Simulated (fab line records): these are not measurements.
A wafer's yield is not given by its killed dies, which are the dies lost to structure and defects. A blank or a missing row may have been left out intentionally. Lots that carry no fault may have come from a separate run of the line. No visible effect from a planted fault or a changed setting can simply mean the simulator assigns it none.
A struck lot beside a sound one || flow nand_harc || 23 steps out of a route of 1159
Sound: wafers L338.1, L338.2, L338.3. Wafers L334.2, L334.4, L334.5 were the ones struck. The cause comes at the end.
At each step with rows: each side's tool, then ch and its chambers, then its first start. Under that, the readings that differ: sound wafers || struck wafers || difference of the means || sigmas: that difference in standard deviations of wafers without a fault.
alike: a reading whose means differ by less than 2 such deviations, as well as words and numbers matching on both sides. not compared: withheld readings; readings where some wafer has no value; bounds like >300 that might hide an equal value; numbers whose values overlap and for which the record gives no deviation.
Wherever a step has rows on one side only, a row that says differs or no value, or a row with sigmas, the two part there. When numbers do not overlap yet have no deviation, they are printed without sigmas and do not part them. A reading missing from all wafers of one side parts the sides only when that side holds two or more wafers.

first, 10 steps without rows for these wafers: NHARC_P_M1_SRD_25; NHARC_P_M1_PRE_CLEAN_32 (time 12 s); NHARC_P_M1_DEP_33 (deposits SiCN, target thk 30 nm); NHARC_P_M2_DEP_00 (deposits SiOC, target thk 182.5 nm); NHARC_P_M2_DEHYDRATE_01 (time 120 s); NHARC_P_M2_HMDS_02 (time 30 s); NHARC_P_M2_COAT_34 (time 65 s); NHARC_P_M2_COAT_03 (resist thk 90 nm); NHARC_P_M2_SOFTBAKE_04 (time 55 s); NHARC_P_M2_EBR_05.
NHARC_P_M2_EXPOSE_06: exposes mask P M2, target cd 170 nm.
  sound on arfi_scanner-03 ch 0, day 11 11:53; struck on arfi_scanner-01 ch 0, day 10 07:35
{"reading": "exposure_dose_mJ_cm2", "sound": "80.71 80.57 80.61", "struck": "67.66 67.57 67.66", "difference": -13.00, "sigmas": "-99 or more"}
  alike: mask, stage_vel_mm_s
then, 2 steps without rows for these wafers: NHARC_P_M2_PEB_07 (peb time 65 s); NHARC_P_M2_DEVELOP_08 (develop time 35 s).
NHARC_P_M2_CD_MEAS_09: the cd target is 170 nm.
  sound on cd_sem-03 ch 0, day 11 12:01; struck on cd_sem-03 ch 0
{"reading": "cd_nm (nm)", "sound": "169.9 170.0 169.0", "struck": "159.1 159.9 160.8", "difference": -9.7, "sigmas": -12}
  not compared: hold
NHARC_P_M2_OVL_MEAS_10: pitch 340 nm.
  sound on overlay-02 at day 11 12:07; struck on overlay-01 at day 10 10:58
{"reading": "hold", "sound": "- - -", "struck": "await_dispo/3.0h/release await_dispo/3.0h/release await_dispo/3.0h/release", "difference": "no value on the sound wafers", "sigmas": ""}
{"reading": "overlay_x_nm (nm)", "sound": "0.2 -0.4 -0.1", "struck": "1.2 1.3 1.7", "difference": "+1.5", "sigmas": "+2"}
  alike: overlay_y_nm
NHARC_P_M2_DESCUM_14: chemistry O2, time 3 s.
  sound on rie_diel-11 ch 1,2,3, day 11 12:13; struck on rie_diel-08 ch 0,1,3, day 10 11:32
{"reading": "model.P_M2.cd_nm (nm)", "sound": "169.1 169.2 170.1", "struck": "159.1 160.3 160.8", "difference": -9.4, "sigmas": ""}
  alike: drypump_motor_current_A, mfc_ar_sccm, oes_product_au, rf_vpp_V, showerhead_plenum_p_Torr, throttle_valve_pct
  not compared: rf_hours_counter_h
then, 2 steps without rows for these wafers: NHARC_P_M2_ETCH_35 (etches the open film in N2/H2, target depth 40 nm, overetch 12 nm, time 43.94 s); NHARC_P_M2_ETCH_15 (etches the open film in C4F8/Ar, target depth 182.5 nm, time 91.2 s).
NHARC_P_M2_CD_MEAS_16:
  sound on cd_sem-02 at day 11 12:32; struck on cd_sem-01 at day 10 13:22
{"reading": "cd_nm (nm)", "sound": "168.5 169.9 170.7", "struck": "159.2 161.0 160.5", "difference": -9.5, "sigmas": -9}
  not compared: hold
NHARC_P_M2_STRIP_18: strips in N2/H2.
  sound on rie_diel-11 ch 0,1,2, day 11 12:36; struck on rie_diel-11 ch 0,1,3, day 10 18:16
{"reading": "hold", "sound": "- - -", "struck": "await_dispo/4.8h/release await_dispo/4.8h/release await_dispo/4.8h/release", "difference": "no value on the sound wafers", "sigmas": ""}
  alike: drypump_motor_current_A, mfc_ar_sccm, oes_product_au, rf_fwd_power_W, rf_vpp_V, showerhead_plenum_p_Torr, throttle_valve_pct
  not compared: rf_hours_counter_h
NHARC_P_M2_ETCH_28: etches the open film in CF4/N2, target depth 30 nm, time 72.99 s.
  sound on rie_diel-11 ch 0,2,3; struck on rie_diel-11 ch 2,3
{"reading": "model.P_M2.cd_nm (nm)", "sound": "168.3 170 170.5", "struck": "158.1 160.3 159.2", "difference": -10.4, "sigmas": ""}
  alike: drypump_motor_current_A, mfc_ar_sccm, oes_product_au, rf_fwd_power_W, rf_vpp_V, showerhead_plenum_p_Torr, throttle_valve_pct
  not compared: rf_hours_counter_h
then, 1 step without rows for these wafers: NHARC_P_M2_STRIP_19 (strips in post etch residue remover, time 600 s).
-- break in the record here, with 14 days between the starts of the struck wafers on either side (left off in module P_M2, picked up again in module END, where the first step shown is number 1159 on the route) --
NHARC_END_SORT_01:
  only the struck wafers appear in the record here, on prober-02 ch 0 at day 24 21:53; the sound ones have no rows

## WHERE THEY PART
Earliest at NHARC_P_M2_EXPOSE_06; latest, in this record, at NHARC_END_SORT_01.

WHY: what had been put in by the simulator
Drift in process parameters on arfi_scanner-01 at NHARC_P_M2_EXPOSE_06, starting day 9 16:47. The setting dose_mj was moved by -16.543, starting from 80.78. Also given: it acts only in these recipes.
